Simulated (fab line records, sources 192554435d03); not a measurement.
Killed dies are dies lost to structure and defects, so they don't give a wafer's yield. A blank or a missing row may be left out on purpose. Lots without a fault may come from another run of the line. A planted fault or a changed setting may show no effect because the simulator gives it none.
A struck lot beside a sound one | flow n5_finfet | 39 steps out of a route of 1938
Sound: wafers L365.1, L365.2, L365.6. Struck: wafers L358.4, L358.6. The cause comes at the end.
At each step with rows: each side's tool, then ch and its chambers, then its first start. Under that, the readings that differ: sound wafers | struck wafers | difference of the means | sigmas: that difference in standard deviations of wafers without a fault.
alike: readings whose means differ by less than 2 such deviations, and words and numbers that are the same on both sides. not compared: withheld readings, readings that some wafer has no value for, bounds like >300 that may hide the same value, and numbers for which the record gives no deviation and whose values overlap.
The two part at a step that has a row with sigmas, a row that says differs or no value, or rows on one side only. Numbers that don't overlap but have no deviation are shown without sigmas and don't part them. A reading that every wafer of one side lacks parts them only if that side has two wafers or more.

first, 12 steps without rows for these wafers: N5_SD_EPI_N_STRIP_36 (strips in N2/H2); N5_SD_EPI_N_ETCHBACK_44 (etches SiNx in CH3F/O2, stops on SiO2, target depth 14.5 nm); N5_SD_EPI_N_ETCH_45 (etches SiOCN in CH3F/O2, target depth 6 nm); N5_SD_EPI_N_ETCH_16 (etches SiO2 in CHF3/O2, target depth 5 nm); N5_SD_EPI_N_STRIP_47 (strips in CHF3/O2); N5_SD_EPI_N_SD_RECESS_17 (chemistry HBr/Cl2/O2, target depth 41 nm, time 23.7 s, bt time 3 s); N5_SD_EPI_N_STRIP_38 (strips in N2/H2); N5_SD_EPI_N_WET_ETCH_43 (etches SiO2 in dHF, time 14 s, target depth 1.5 nm); N5_SD_EPI_N_STRIP_18 (strips in SPM, time 750 s); N5_SD_EPI_N_SRD_20 (time 30 s); N5_SD_EPI_N_PRECLEAN_48 (cleans in NF3:NH3, afs cycles 2, time 20 s, sublimation time 60 s); N5_SD_EPI_N_VAPOR_ETCH_50 (etches Si in HCl, time 54 s).
N5_SD_EPI_N_EPI_21: deposits Si:P, time 690 s.
  sound on epi_rpcvd-01 ch 0, day 7 15:12; struck on epi_rpcvd-03 ch 0, day 5 20:54
  reading                                   | sound          | struck    | difference | sigmas
  model.Si-P_of_SD_EPI_N_EPI_21.thk_nm (nm) | 59.8 59.2 59.6 | 57.4 56.8 | -2.4       |
then, 24 steps without rows for these wafers: N5_SD_EPI_N_PRECLEAN_24 (cleans in O3/DIW, time 60 s); N5_SD_EPI_N_SRD_25 (time 30 s); N5_SD_EPI_N_PRECLEAN_49 (cleans in NF3:NH3, afs cycles 1, time 20 s, sublimation time 60 s); N5_SD_EPI_N_LINER_46 (material SiNx, target thk 3 nm); N5_SD_EPI_P_COAT_34 (time 60 s, resist thk 350 nm); N5_SD_EPI_P_COAT_35 (time 60 s, resist thk 35 nm); N5_SD_EPI_P_COAT_03 (resist thk 150 nm); N5_SD_EPI_P_EBR_05; N5_SD_EPI_P_SOFTBAKE_04 (time 60 s); N5_SD_EPI_P_EXPOSE_06 (exposes mask SD P BLK, target cd 240 nm); N5_SD_EPI_P_PEB_07 (peb time 60 s); N5_SD_EPI_P_DEVELOP_08 (develop time 30 s); N5_SD_EPI_P_DESCUM_14 (chemistry O2, time 7.9 s); N5_SD_EPI_P_ETCH_36 (etches SiARC in CF4, target depth 45.5 nm, time 75.8 s); N5_SD_EPI_P_ETCH_37 (etches SOC in N2/H2, overetch 108 nm, time 486 s); N5_SD_EPI_P_STRIP_38 (strips in N2/H2); N5_SD_EPI_P_ETCHBACK_46 (etches SiNx in CH3F/O2, stops on SiO2, target depth 17.5 nm); N5_SD_EPI_P_ETCH_47 (etches SiOCN in CH3F/O2, target depth 25 nm); N5_SD_EPI_P_ETCH_16 (etches SiO2 in CHF3/O2, target depth 5 nm); N5_SD_EPI_P_STRIP_50 (strips in CHF3/O2); N5_SD_EPI_P_SD_RECESS_17 (chemistry HBr/Cl2/O2, target depth 39.1 nm, bt time 3 s); N5_SD_EPI_P_WET_ETCH_45 (etches SiO2 in dHF, time 10.7 s, target depth 2 nm, rinse time 30 s); N5_SD_EPI_P_STRIP_40 (strips in N2/H2); N5_SD_EPI_P_PRECLEAN_52 (cleans in O3/DIW, time 60 s).
N5_MOL_CONTACT_COAG_ETCH_15: etches SiNx in CH3F/O2, stops on Si:P, target depth 7 nm.
  sound on rie_diel-03 ch 0,2,3, day 9 04:45; struck on rie_diel-03 ch 0,1, day 7 08:19
  reading                                   | sound        | struck  | difference | sigmas
  model.Si-P_of_SD_EPI_N_EPI_21.thk_nm (nm) | 59 58.4 58.8 | 56.6 56 | -2.4       |
  alike: O2_flow_sccm, drypump_motor_current_A, oes_product_au, rf_vpp_V, showerhead_plenum_p_Torr, throttle_valve_pct
  not compared: rf_hours_counter_h
then, 1 step without rows for these wafers: N5_PASSIVATION_PROBE_49.

WHERE THEY PART
Nowhere in this record.

WHY: what the simulator had put in
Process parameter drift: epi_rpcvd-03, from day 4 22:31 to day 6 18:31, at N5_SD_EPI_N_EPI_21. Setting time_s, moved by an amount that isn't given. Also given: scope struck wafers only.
